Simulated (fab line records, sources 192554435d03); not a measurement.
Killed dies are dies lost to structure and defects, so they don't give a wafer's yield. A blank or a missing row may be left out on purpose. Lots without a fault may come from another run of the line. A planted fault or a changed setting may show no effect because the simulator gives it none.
Comparing a struck lot with a sound one	flow n5_finfet	17 steps out of a route of 1938
Sound: the wafers L433.1, L433.2, L433.6. Struck: wafer L432.6 (left out: L432.3, L432.5 of the same lot, which were not struck); the cause appears at the end.
At each step with rows: each side's tool, then ch and its chambers, then its first start. Under that, the readings that differ: sound wafers	struck wafers	difference of the means	sigmas: that difference in standard deviations of wafers without a fault.
alike: readings with means less than 2 such deviations apart, plus words and numbers identical on both sides. not compared: withheld readings, readings lacking a value on some wafer, bounds such as >300 that could conceal the same value, and numbers that have no deviation in the record and whose values overlap.
Wherever a step has rows on one side only, a row that says differs or no value, or a row with sigmas, the two part there. Non-overlapping numbers with no deviation appear without sigmas and do not part them. A reading missing from all wafers of one side parts the sides only when that side holds two or more wafers.

N5_PMOS_HMC_CHANNEL_EPI_HM_DEP_34: deposits SiO2 from TEOS/O2, target thk 36 nm, time 6.9 s.
  sound on pecvd-04 ch 0,1, day 4 11:04; struck on pecvd-01 ch 0, day 4 06:04
  alike: heater_power_w, showerhead_plenum_p_Torr, throttle_valve_pct
then, 7 steps without rows for these wafers: N5_PMOS_HMC_CHANNEL_EPI_COAT_31 (time 60 s, resist thk 66 nm); N5_PMOS_HMC_CHANNEL_EPI_COAT_03 (resist thk 205 nm); N5_PMOS_HMC_CHANNEL_EPI_EBR_05; N5_PMOS_HMC_CHANNEL_EPI_SOFTBAKE_04 (time 60 s); N5_PMOS_HMC_CHANNEL_EPI_EXPOSE_06 (exposes mask PMOS HMC BLK, target cd 240 nm); N5_PMOS_HMC_CHANNEL_EPI_PEB_07 (peb time 60 s); N5_PMOS_HMC_CHANNEL_EPI_DEVELOP_08 (develop time 30 s).
N5_PMOS_HMC_CHANNEL_EPI_CD_MEAS_09 targets a cd of 237.4 nm.
  sound on cd_sem-01 ch 0, day 4 11:21; struck on cd_sem-03 ch 0, day 4 06:21
  alike: cd_nm
N5_PMOS_HMC_CHANNEL_EPI_OVL_MEAS_10:
  sound on overlay-01 ch 0, day 4 11:23; struck on overlay-01 ch 0, day 4 06:23
  alike: PMOS_HMC_BLK_OVL
N5_PMOS_HMC_CHANNEL_EPI_INSPECT_11: inspects for defects (macro).
  sound on defect_inspect-01, day 4 11:25; struck on defect_inspect-01, day 4 06:24
  alike: raw_defect_count
N5_PMOS_HMC_CHANNEL_EPI_DESCUM_14: chemistry O2, time 7.9 s.
  sound on rie_diel-01 ch 2,3, day 4 11:58; struck on rie_diel-02 ch 0, day 4 06:26
reading	sound	struck	difference	sigmas
throttle_valve_pct (%)	20.08 20.43 20.08	20.54	+0.34	+2
  alike: chamber_pressure_mTorr, drypump_motor_current_A, o2_flow_sccm, oes_product_au, rf_vpp_V, showerhead_plenum_p_Torr
  not compared: rf_hours_counter_h
N5_PMOS_HMC_CHANNEL_EPI_ETCH_32: etches BARC in N2/H2, stops on SiO2, target depth 85.8 nm, time 50.3 s.
  sound on rie_diel-01 ch 2,3, day 4 11:59; struck on rie_diel-02 ch 0, day 4 06:28
reading	sound	struck	difference	sigmas
bias_w (W)	150.4 150.2 149.2	234.1	+84.2	+99 or more
rf_vpp_V (V)	524.8 525.7 526.3	696.1	+170.5	+74
model.CAR-ArF-block_of_PMOS_HMC_CHANNEL_EPI_COAT_03.thk_nm (nm)	134.7 131.8 134.6	122.2	-11.5	
  alike: chamber_pressure_mTorr, drypump_motor_current_A, oes_product_au, showerhead_plenum_p_Torr, throttle_valve_pct
  not compared: rf_hours_counter_h
N5_PMOS_HMC_CHANNEL_EPI_HM_OPEN_15: chemistry CHF3/O2, target SiO2, target depth 40.6 nm, time 20.3 s.
  sound on rie_diel-01 ch 2,3, day 4 12:02; struck on rie_diel-02 ch 0, day 4 06:31
reading	sound	struck	difference	sigmas
rf_vpp_V (V)	554 524 550	514	-29	-2
model.CAR-ArF-block_of_PMOS_HMC_CHANNEL_EPI_COAT_03.thk_nm (nm)	94.28 90.38 94.24	81.68	-11.29	
  alike: chamber_pressure_mTorr, drypump_motor_current_A, oes_product_au, showerhead_plenum_p_Torr, throttle_valve_pct
  not compared: rf_hours_counter_h
N5_PMOS_HMC_CHANNEL_EPI_STRIP_33: strips in N2/H2.
  sound on rie_diel-01 ch 2,3, day 4 12:05; struck on rie_diel-02 ch 0, day 4 06:34
reading	sound	struck	difference	sigmas
chamber_pressure_mTorr (mTorr)	50.04 50.01 50.09	49.88	-0.17	-2
  alike: drypump_motor_current_A, oes_product_au, rf_vpp_V, showerhead_plenum_p_Torr, throttle_valve_pct
  not compared: rf_hours_counter_h
-- a jump in the record: the struck wafers' starts before and after are 6 days apart (it breaks off in module PMOS_HMC_CHANNEL_EPI and resumes in module BEOL_M4, where the first step shown is number 1111 of the route) --
N5_BEOL_M4_RC_MEAS_101:
  sound on prober-01 ch 0, day 11 02:31; struck on prober-02 ch 0, day 10 11:00
reading	sound	struck	difference	sigmas
SS_P (mV/dec)	74.1 73.1 74.1	72.3	-1.5	-2
  alike: DIBL_N, DIBL_P, IOFF_N, IOFF_P, ION_N, ION_P, SS_N, VT_N, VT_P
N5_PASSIVATION_PROBE_49:
  sound wafers here have rows in the record (prober-02, day 15 09:34); struck ones have none

== WHERE THEY PART ==
Last at N5_PASSIVATION_PROBE_49 as far as this record goes, first at N5_PMOS_HMC_CHANNEL_EPI_DESCUM_14.

WHY: what had been put in by the simulator
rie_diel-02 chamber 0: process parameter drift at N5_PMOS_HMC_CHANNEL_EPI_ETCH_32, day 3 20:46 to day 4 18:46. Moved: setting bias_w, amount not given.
